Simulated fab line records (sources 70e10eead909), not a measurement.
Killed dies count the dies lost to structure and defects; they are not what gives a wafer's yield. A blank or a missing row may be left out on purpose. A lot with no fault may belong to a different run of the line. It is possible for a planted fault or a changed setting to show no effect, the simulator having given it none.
Which tool did it? || flow nand-harc || route of 1302 steps, sampled at 1 step: 7 lots, 21 wafers

== WHAT EACH GAUGE READ, for each wafer ==
NHARC_A_BLC_INSPECT_12.
{"lot": "L936", "measured": "day 23 06:16", "on": "defect-inspect-01", "raw-defect-count": "101 98 130"}
{"lot": "L942", "measured": "day 26 07:27", "on": "defect-inspect-02", "raw-defect-count": "93 75 99"}
{"lot": "L945", "measured": "day 27 02:26", "on": "defect-inspect-02", "raw-defect-count": "83 100 91"}
{"lot": "L948", "measured": "day 28 00:46", "on": "defect-inspect-02", "raw-defect-count": "78 88 64"}
{"lot": "L947", "measured": "day 28 11:34", "on": "defect-inspect-02", "raw-defect-count": "78 77 78"}
{"lot": "L957", "measured": "day 31 17:02", "on": "defect-inspect-02", "raw-defect-count": "100 117 103"}
{"lot": "L955", "measured": "day 32 18:04", "on": "defect-inspect-02", "raw-defect-count": "89 78 79"}

== EACH LOT AND THE TOOL THAT RAN IT (in order: tool; ch and the chambers of the sampled wafers; start) ==
No process step before these readings appears in the record.

== THE ANSWER, worked out from the rows above alone ==
Rule: usual is defined by the lots themselves. Put in order of their means at a reading, lots are off if they are a third of the lots or fewer, leave a main group of 4 or more, and stand apart from it by a gap of 3 or more times the standard deviation of the main group's means; of several such gaps the widest counts. A main group is skipped when, at the precision printed for the reading in the tables above, its means are all equal. A lot without any number at a reading at which 4 lots or more have one is off too. The other lots that the step has rows for count as sound.
No lot is off on any of the readings shown, so nothing can be concluded from this.

== WHAT THE SIMULATOR PUT IN ==
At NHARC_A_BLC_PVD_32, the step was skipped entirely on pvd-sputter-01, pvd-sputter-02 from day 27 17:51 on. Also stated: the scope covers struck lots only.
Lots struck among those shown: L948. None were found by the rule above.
